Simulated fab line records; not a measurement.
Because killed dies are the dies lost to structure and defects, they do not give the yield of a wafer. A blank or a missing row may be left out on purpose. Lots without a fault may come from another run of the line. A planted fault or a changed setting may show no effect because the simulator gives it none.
Chamber matching :: flow n5 finfet :: N5_PMOS_HMC_CHANNEL_EPI_ETCH_38 on rie si-01 has 4 sister chambers
The step etches SiO2 in CF4, target depth 1.5 nm. 8 wafers are shown with their chamber, then 7 later ones without.

EACH WAFER AND ITS CHAMBER
wafer: L084.6
chamber: 1
throttle valve pct (%): 21.26
oes product au (a.u.): 1.003

wafer: L085.2
chamber: 3
throttle valve pct (%): 22.00
oes product au (a.u.): 1.026

wafer: L085.3
chamber: 2
throttle valve pct (%): 21.71
oes product au (a.u.): 0.967

wafer: L087.1
chamber: 1
throttle valve pct (%): 21.25
oes product au (a.u.): 1.012

wafer: L087.2
chamber: 0
throttle valve pct (%): 21.78
oes product au (a.u.): 1.048

wafer: L087.3
chamber: 3
throttle valve pct (%): 21.98
oes product au (a.u.): 1.020

wafer: L089.2
chamber: 2
throttle valve pct (%): 21.71
oes product au (a.u.): 0.964

wafer: L089.5
chamber: 0
throttle valve pct (%): 21.78
oes product au (a.u.): 1.040

WAFERS WITHOUT THEIR CHAMBER
wafer: L089.6
throttle valve pct (%): 21.25
oes product au (a.u.): 1.013

wafer: L091.1
throttle valve pct (%): 21.99
oes product au (a.u.): 1.046

wafer: L091.3
throttle valve pct (%): 21.78
oes product au (a.u.): 1.033

wafer: L091.5
throttle valve pct (%): 21.79
oes product au (a.u.): 1.040

wafer: L094.2
throttle valve pct (%): 21.24
oes product au (a.u.): 1.006

wafer: L094.4
throttle valve pct (%): 21.71
oes product au (a.u.): 0.967

wafer: L094.6
throttle valve pct (%): 21.80
oes product au (a.u.): 1.049

THE CHAMBER EACH PASSED THROUGH
wafer: L089.6
from the rows above: 1
in truth: 1

wafer: L091.1
from the rows above: 3
in truth: 3

wafer: L091.3
from the rows above: 0
in truth: 0

wafer: L091.5
from the rows above: 0
in truth: 0

wafer: L094.2
from the rows above: 1
in truth: 1

wafer: L094.4
from the rows above: 2
in truth: 2

wafer: L094.6
from the rows above: 0
in truth: 0
7 of 7 placed correctly. Can't be placed from these rows: 0. 0 placed wrongly.
How it was worked out, from the rows above alone: a wafer's distance from a chamber is the root of the sum, over the readings, of the square of ((its reading less the chamber's mean) divided by the reading's scatter). If the next closest chamber is less than 2 further off than the closest, the wafer can't be placed; otherwise it belongs to the closest. For every chamber, the mean is computed from those of its wafers that are shown. The scatter: take each reading less its chamber's mean, square it, sum over the shown wafers, divide by the number of wafers less the number of chambers, and take the root.
